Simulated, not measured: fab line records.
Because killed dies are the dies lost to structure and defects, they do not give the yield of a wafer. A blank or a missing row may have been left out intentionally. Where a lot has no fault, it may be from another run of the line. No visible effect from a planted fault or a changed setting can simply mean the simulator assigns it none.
Matching of chambers :: flow nand-harc :: NHARC_A_CHANNEL_FILL_D1_ETCHBACK_20 on rie-diel-05: 4 sister chambers
The step etches the open film in C4F8/O2/Ar, target depth 27 nm, time 13.5 s. 14 wafers are shown with their chamber, then 7 later ones without.

== WAFERS PAIRED WITH THEIR CHAMBERS ==
wafer: L157.4
chamber: 1
rf-vpp-V (V): 971
oes-product-au (a.u.): 0.92

wafer: L157.5
chamber: 2
rf-vpp-V (V): 975
oes-product-au (a.u.): 0.93

wafer: L157.6
chamber: 3
rf-vpp-V (V): 979
oes-product-au (a.u.): 0.93

wafer: L161.3
chamber: 2
rf-vpp-V (V): 975
oes-product-au (a.u.): 0.99

wafer: L161.5
chamber: 0
rf-vpp-V (V): 980
oes-product-au (a.u.): 0.98

wafer: L161.6
chamber: 3
rf-vpp-V (V): 979
oes-product-au (a.u.): 0.96

wafer: L164.1
chamber: 0
rf-vpp-V (V): 979
oes-product-au (a.u.): 1.00

wafer: L164.4
chamber: 1
rf-vpp-V (V): 970
oes-product-au (a.u.): 0.99

wafer: L164.5
chamber: 3
rf-vpp-V (V): 978
oes-product-au (a.u.): 1.00

wafer: L166.1
chamber: 1
rf-vpp-V (V): 971
oes-product-au (a.u.): 0.93

wafer: L166.4
chamber: 0
rf-vpp-V (V): 979
oes-product-au (a.u.): 0.92

wafer: L166.6
chamber: 2
rf-vpp-V (V): 974
oes-product-au (a.u.): 0.93

wafer: L172.4
chamber: 3
rf-vpp-V (V): 978
oes-product-au (a.u.): 0.92

wafer: L172.5
chamber: 3
rf-vpp-V (V): 979
oes-product-au (a.u.): 0.93

SIGNATURES, as means of the wafers listed above
reading: rf-vpp-V
chamber 0: 979.33
chamber 1: 970.67
chamber 2: 974.67
chamber 3: 978.60
scatter within a chamber: 0.566

reading: oes-product-au
chamber 0: 0.9667
chamber 1: 0.9467
chamber 2: 0.9500
chamber 3: 0.9480
scatter within a chamber: 0.0361
Rule: for a wafer and a chamber, the distance is found by dividing, reading by reading, the gap between the wafer's reading and the chamber's mean by the reading's scatter, squaring, summing and taking the root. If the next closest chamber is less than 2 further off than the closest, the wafer can't be placed; otherwise it belongs to the closest. How the scatter is found: for the shown wafers, subtract from each reading the mean of its chamber, square and add these, divide the total by (wafers less chambers), then take the root.

== WAFERS MISSING THEIR CHAMBER ==
wafer: L172.6
rf-vpp-V (V): 974
oes-product-au (a.u.): 0.92

wafer: L173.2
rf-vpp-V (V): 977
oes-product-au (a.u.): 0.92

wafer: L173.3
rf-vpp-V (V): 974
oes-product-au (a.u.): 0.92

wafer: L173.5
rf-vpp-V (V): 978
oes-product-au (a.u.): 0.91

wafer: L174.1
rf-vpp-V (V): 978
oes-product-au (a.u.): 0.99

wafer: L174.4
rf-vpp-V (V): 975
oes-product-au (a.u.): 1.00

wafer: L174.6
rf-vpp-V (V): 980
oes-product-au (a.u.): 0.99

== WHICH CHAMBER EACH ONE RAN IN ==
wafer: L172.6
from the rows above: 2
in truth: 2

wafer: L173.2
from the rows above: can't be placed: 3 or 2 or 0
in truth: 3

wafer: L173.3
from the rows above: 2
in truth: 2

wafer: L173.5
from the rows above: can't be placed: 3 or 0
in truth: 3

wafer: L174.1
from the rows above: can't be placed: 3 or 0
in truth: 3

wafer: L174.4
from the rows above: 2
in truth: 2

wafer: L174.6
from the rows above: can't be placed: 0 or 3
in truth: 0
Correct placement for 3 of the 7. From these rows, 4 cannot be placed; in 4 the true chamber is one of the candidates. Placed wrongly: 0.
